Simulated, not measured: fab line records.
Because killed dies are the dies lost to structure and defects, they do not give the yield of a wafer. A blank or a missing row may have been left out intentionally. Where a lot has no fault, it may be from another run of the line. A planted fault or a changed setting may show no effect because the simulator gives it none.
A struck lot beside a sound one :: flow nand-harc :: 14 out of 1302 route steps
Sound: the wafers L728.3, L728.5, L728.6. Wafers struck: L717.2, L717.4, L717.6. Last of all comes the cause.
Each step with rows lists, per side, the tool, then ch with its chambers, then its first start. Under that, the readings that differ: sound wafers :: struck wafers :: difference of the means :: sigmas: that difference in standard deviations of wafers without a fault.
alike: a reading whose means differ by less than 2 such deviations, as well as words and numbers matching on both sides. not compared: withheld readings; readings where some wafer has no value; bounds like >300 that might hide an equal value; numbers whose values overlap and for which the record gives no deviation.
A row with sigmas, a row that says differs or no value, or rows on one side alone: a step with any of these is where the two part. Numbers that don't overlap but have no deviation are shown without sigmas and don't part them. Lack of a reading on every wafer of one side parts them only where that side has two or more wafers.

first, 5 steps without rows for these wafers: NHARC_A_SLIT_SOFTBAKE_04 (time 55 s); NHARC_A_SLIT_EBR_05; NHARC_A_SLIT_EXPOSE_06 (exposes mask SLIT); NHARC_A_SLIT_PEB_07 (peb time 65 s); NHARC_A_SLIT_DEVELOP_08 (develop time 35 s).
NHARC_A_SLIT_CD_MEAS_09: the cd target is 300 nm.
  sound on cd-sem-01 ch 0, day 28 03:54; struck on cd-sem-02 ch 0, day 24 15:08
  alike: cd-nm
NHARC_A_SLIT_OVL_MEAS_10:
  sound: overlay-01 at day 28 03:59; struck: overlay-02 at day 24 15:14
  alike: overlay-x-nm, overlay-y-nm
NHARC_A_SLIT_INSPECT_11:
  sound: defect-inspect-01 at day 28 04:01; struck: defect-inspect-01 at day 24 15:16
  alike: raw-defect-count
NHARC_A_SLIT_DESCUM_14: chemistry O2, time 3 s.
  sound on rie-diel-05 ch 0,1,3, day 28 04:07; struck on rie-diel-05 ch 0,2,3, day 24 15:20
  alike: drypump-motor-current-A, oes-product-au, rf-vpp-V, showerhead-plenum-p-Torr, throttle-valve-pct
  not compared: rf-hours-counter-h
NHARC_A_SLIT_ETCH_24: etches the open film in CF4/CHF3, target depth 121 nm, time 60.5 s.
  sound on rie-diel-05 ch 0,1, day 28 04:10; struck on rie-diel-05 ch 0,1, day 24 15:25
reading: cf4-flow-sccm (sccm)
sound: 99.76 99.58 99.63
struck: 100.66 100.04 100.33
difference: +0.69
sigmas: +2
  alike: bias-w, chf3-flow-sccm, drypump-motor-current-A, oes-product-au, rf-vpp-V, showerhead-plenum-p-Torr, throttle-valve-pct
  not compared: rf-hours-counter-h
NHARC_A_SLIT_ETCH_15: etches the open film in O2/COS, target depth 6200 nm, time 1612 s.
  sound on rie-diel-05 ch 1,2,3; struck on rie-diel-05 ch 0,2,3
  alike: bias-w, chamber-pressure-mTorr, drypump-motor-current-A, oes-product-au, rf-vpp-V, showerhead-plenum-p-Torr, throttle-valve-pct
  not compared: rf-hours-counter-h
NHARC_A_SLIT_ETCH_17: etches the open film in C4F8/O2/Ar, time 4254.5 s, target depth 20300 nm.
  sound on har-etch-01 ch 0,1, day 28 06:34; struck on har-etch-01 ch 0,1, day 24 17:11
  alike: c4f8-flow-sccm, chamber-pressure-mTorr, drypump-motor-current-A, showerhead-plenum-p-Torr, throttle-valve-pct
  not compared: rf-hours-counter-h
NHARC_A_SLIT_ETCH_26: etches the open film in C4F8/O2/Ar, time 90 s, target depth 400 nm.
  sound on har-etch-01 ch 0,1, day 28 09:03; struck on har-etch-01 ch 0,1, day 24 20:16
  no value came back on the struck wafers for any of 5 readings (bias-v (V), c4f8-flow-sccm (sccm) and others); on the sound wafers bias-v (V) reads 404 399 392
  not compared: rf-hours-counter-h
then, 1 step without rows for these wafers: NHARC_A_SLIT_STRIP_28 (strips in O2/COS).

== WHERE THEY PART ==
Last at NHARC_A_SLIT_ETCH_26 as far as this record goes, first at NHARC_A_SLIT_ETCH_24.

WHY: whatever the simulator had introduced
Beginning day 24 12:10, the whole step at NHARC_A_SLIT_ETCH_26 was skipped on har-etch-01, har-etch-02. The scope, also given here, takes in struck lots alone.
